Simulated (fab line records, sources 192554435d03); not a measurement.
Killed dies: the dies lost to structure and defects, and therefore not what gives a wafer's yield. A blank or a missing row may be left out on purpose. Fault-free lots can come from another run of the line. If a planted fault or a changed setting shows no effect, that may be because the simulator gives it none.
Problem report in the 8D (eight disciplines) form, filled by code :: flow n5 finfet :: the parts of the form that need people (team, actions taken, sign-off) are left out

1. WHAT IS WRONG
run length s at N5_BEOL_M6_VIA_ETCH_34 reads a mean of 81.7 s on 1 wafer of 1 lot; wafers without a fault read 74.4 s with a standard deviation of 0.52. That is +14 standard deviations from the usual mean.
The step: etches SiCOH lowk in C4F6/O2, target depth 126.3 nm, time 50.9 s.
Seen first at day 11 02:01 on rie diel-06, wafer L416.6. At this step, 15 wafers from 5 lots have a number in the record. Rule for "out" (also "out of limits"): further than 4 standard deviations from the usual mean. Any other wafer with a number is counted as sound.

2. WHAT THIS IS AND IS NOT
question: which readings at this step
is: run length s
is not: drypump motor current A, oes product au, rf vpp V, showerhead plenum p Torr, throttle valve pct

question: which lots
is: L416
is not: L407, L422, L428, L429

question: which wafers of those lots
is: L416.6
is not: L416.1, L416.3

question: read on which tools
is: rie diel-06
is not: rie diel-05

question: when
is: from day 11 02:01
is not: up to then (5 sound wafers); but 9 sound wafers of L422, L428, L429 came after

3. THE SUSPECTS, EACH WITH WHAT RULES IT OUT
Counting: any tool at a process step up to the reading remains a suspect provided it ran every lot that is out. Sound lots after the first of them don't rule it out here, since some wafers of a struck lot are sound.
- rie diel-06 at N5_BEOL_M6_DESCUM_33 (chemistry O2, time 7 s): kept. It ran the lot that is out, L416 (day 11 01:50).
- rie diel-06 at N5_BEOL_M6_ETCH_72 (etches underlayer in N2/H2, target depth 6.5 nm, time 5.2 s): kept. It ran the lot that is out, L416 (day 11 01:52).
- rie diel-06 at N5_BEOL_M6_ETCH_65 (etches SiARC in CF4, target depth 15.6 nm, time 26 s): kept. It ran the lot that is out, L416 (day 11 01:53).
- rie diel-06 at N5_BEOL_M6_ETCH_66 (etches SOC in N2/H2, target depth 80 nm, overetch 16 nm, time 120 s): kept. It ran the lot that is out, L416 (day 11 01:55).
- rie diel-06 at N5_BEOL_M6_VIA_ETCH_34 (etches SiCOH lowk in C4F6/O2, target depth 126.3 nm, time 50.9 s): kept. It ran the lot that is out, L416 (day 11 02:01). Its own run length s readings are out on those wafers.
- In rie diel-06 at N5_BEOL_M6_DESCUM_33, the wafers that are out were processed in chamber 0 and their sound lot-mates in chambers 1, 3.
- In rie diel-06 at N5_BEOL_M6_ETCH_72, the wafers that are out were processed in chamber 0 and their sound lot-mates in chambers 1, 3.
- In rie diel-06 at N5_BEOL_M6_ETCH_65, the wafers that are out were processed in chamber 0 and their sound lot-mates in chambers 1, 3.
- In rie diel-06 at N5_BEOL_M6_ETCH_66, the wafers that are out were processed in chamber 0 and their sound lot-mates in chambers 1, 3.
- In rie diel-06 at N5_BEOL_M6_VIA_ETCH_34, the wafers that are out were processed in chamber 0 and their sound lot-mates in chambers 1, 3.
Left after counting: rie diel-06 at N5_BEOL_M6_DESCUM_33, rie diel-06 at N5_BEOL_M6_ETCH_72, rie diel-06 at N5_BEOL_M6_ETCH_65, rie diel-06 at N5_BEOL_M6_ETCH_66, rie diel-06 at N5_BEOL_M6_VIA_ETCH_34.

4. THE CAUSE (what the simulator had put in)
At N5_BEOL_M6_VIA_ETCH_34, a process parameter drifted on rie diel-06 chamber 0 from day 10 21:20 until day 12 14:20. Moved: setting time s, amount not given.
Counting left 5 suspects, and this tool is among them.

5. THE EFFECT CHAIN, in route order
Each row: a reading whose mean over the struck wafers that have a number lies more than 3 standard deviations from the usual. Scope: only readings with a usual standard deviation given in the record; hours: median across lots of the time from each lot's start at the first step in this table that gives one to its start at this step; sigmas: change in usual standard deviations.
hours: 0
step: N5_BEOL_M6_VIA_ETCH_34
reading: run length s
usual: 74.4 s
on struck wafers: 81.7
change: +7.3
sigmas: +14
The process steps in it:
- N5_BEOL_M6_VIA_ETCH_34: etches SiCOH lowk in C4F6/O2, target depth 126.3 nm, time 50.9 s.

6. HOW IT WOULD HAVE BEEN CAUGHT EARLIER
5 hours passed between the start of the fault at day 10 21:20 and the first reading out of limits in this record, taken at day 11 02:01.
